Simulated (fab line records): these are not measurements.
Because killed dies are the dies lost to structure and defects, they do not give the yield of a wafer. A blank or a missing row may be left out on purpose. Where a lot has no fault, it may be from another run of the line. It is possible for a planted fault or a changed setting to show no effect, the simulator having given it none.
Split-lot experiment ; flow n5-finfet ; on a route of 1938 steps: 7 lots, 21 wafers read

== THE SPLIT ITSELF ==
At N5_BEOL_M6_ETCH_62 (etches SOC in N2/H2, target depth 110 nm, overetch 22 nm, time 165 s), the setting time-s was moved away from the recipe's 165 s on 7 of the 21 wafers read, by -12.3% to +20.2%. All remaining wafers had this setting at the recipe value.

The reading comes from the split's own step.

== THE READING ==
SiARC_of_BEOL_M6_COAT_60.thk-nm (the simulator's own value, which no gauge read), in nm, at N5_BEOL_M6_ETCH_62 (etches SOC in N2/H2, target depth 110 nm, overetch 22 nm, time 165 s). No usual value for it is given in the file. Average 28.2 nm, standard deviation 0.26 nm, over the 14 wafers here run with the recipe.

wafer;tool, chamber at the split;time-s as run, s;against the recipe;SiARC_of_BEOL_M6_COAT_60.thk-nm, nm;against lot-mates on the recipe
L076.3;rie-diel-02, 3,0;165;recipe;28.2;-
L076.6;rie-diel-02, 3,0;165;recipe;28.2;-
L076.4;rie-diel-02, 0;151;-8.5%;28.6;+0.4
L079.1;rie-diel-05, 0;198.4;+20.2%;27;-1.1
L079.2;rie-diel-05, 1;165;recipe;28;-
L079.5;rie-diel-05, 0;165;recipe;28.2;-
L078.1;rie-diel-03, 0;188.6;+14.3%;27;no lot-mate on the recipe
L078.2;rie-diel-03, 3;188.6;+14.3%;27.6;no lot-mate on the recipe
L078.5;rie-diel-03, 2;188.6;+14.3%;27.4;no lot-mate on the recipe
L081.1;rie-diel-02, 3,2;165;recipe;28.2;-
L081.2;rie-diel-02, 3,2;165;recipe;28.2;-
L081.4;rie-diel-02, 1;165;recipe;27.8;-
L082.2;rie-diel-03, 3;165;recipe;28.6;-
L082.3;rie-diel-03, 0;165;recipe;28.2;-
L082.5;rie-diel-03, 0;144.7;-12.3%;29;+0.6
L084.2;rie-diel-02, 3;165;recipe;28;-
L084.5;rie-diel-02, 3;165;recipe;28;-
L084.3;rie-diel-02, 1;165;recipe;27.6;-
L095.2;rie-diel-03, 3;165;recipe;28.4;-
L095.3;rie-diel-03, 1;165;recipe;28.6;-
L095.5;rie-diel-03, 3;181.4;+9.9%;27.8;-0.7
Rows listing several chambers each stand for several wafers; the file does not say which wafer went through which chamber.

FIT RESULTS
A straight line over all 21 wafers: SiARC_of_BEOL_M6_COAT_60.thk-nm changes by -0.0574 nm for each +1% of time-s; r = -0.88; the points scatter about the line by 0.25 nm.
The same after taking each lot's own level away (the mean of its wafers on the recipe; 18 wafers): -0.0544 nm for each +1%; r = -0.93; scatter 0.15 nm.
That fit puts the effect of the largest move of time-s on the reading at 1.1 nm.
Measured against the standard deviation above, the lots' own levels, which go from 27.87 to 28.50 nm, span 2.4 times it.
The two slopes agree, so the slope changes little with the lot-to-lot level.
Check: with one of the wafers moved furthest among these (+20.2%) left out of the fit, the line predicts -1.14 nm for it against its lot-mates. Against them it came out at -1.1 nm.

== OTHER SPLITS APPLIED TO THESE WAFERS ==
Before the reading, these wafers also passed through other splits. Each is held against what the fit with the lots' levels taken away leaves over:
other split on the same wafers;wafers away from the commonest value;r with SiARC_of_BEOL_M6_COAT_60.thk-nm (lot level and that fit taken away)
N5_BEOL_M3_COAT_22 spin-rpm;13;+0.09
N5_BEOL_M4_COAT_05 spin-rpm;6;-0.15
N5_BEOL_M4_COAT_76 spin-rpm;10;+0.20
N5_BEOL_M4_DESCUM_33 time-s;6;-0.10
N5_BEOL_M5_COAT_05 spin-rpm;10;+0.00
N5_BEOL_M5_EXPOSE_08 dose-mj;3;-0.05

== THE WHOLE CHAIN: every reading that the file lists as answering this split, in the file's order ==
step;what it does;reading;change (the file's fit);r (the file's)
N5_BEOL_M6_ETCH_62;etches SOC in N2/H2, target depth 110 nm, overetch 22 nm, time 165 s;SiARC_of_BEOL_M6_COAT_60.thk-nm (the simulator's own value, which no gauge read);-0.0547 nm for each +1% of the setting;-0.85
N5_BEOL_M6_HM_OPEN_17;chemistry Cl2/BCl3, target TiN, target depth 20 nm, overetch 6 nm;etch.depth-nm (the simulator's own value, which no gauge read);not straight: 19.78 at the lowest setting, 19.88 at the recipe, 16.92 at the highest;not given

== THE FILE'S OWN FIT ==
SiARC_of_BEOL_M6_COAT_60.thk-nm changes by -0.0547 nm for each +1% of time-s, r = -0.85.
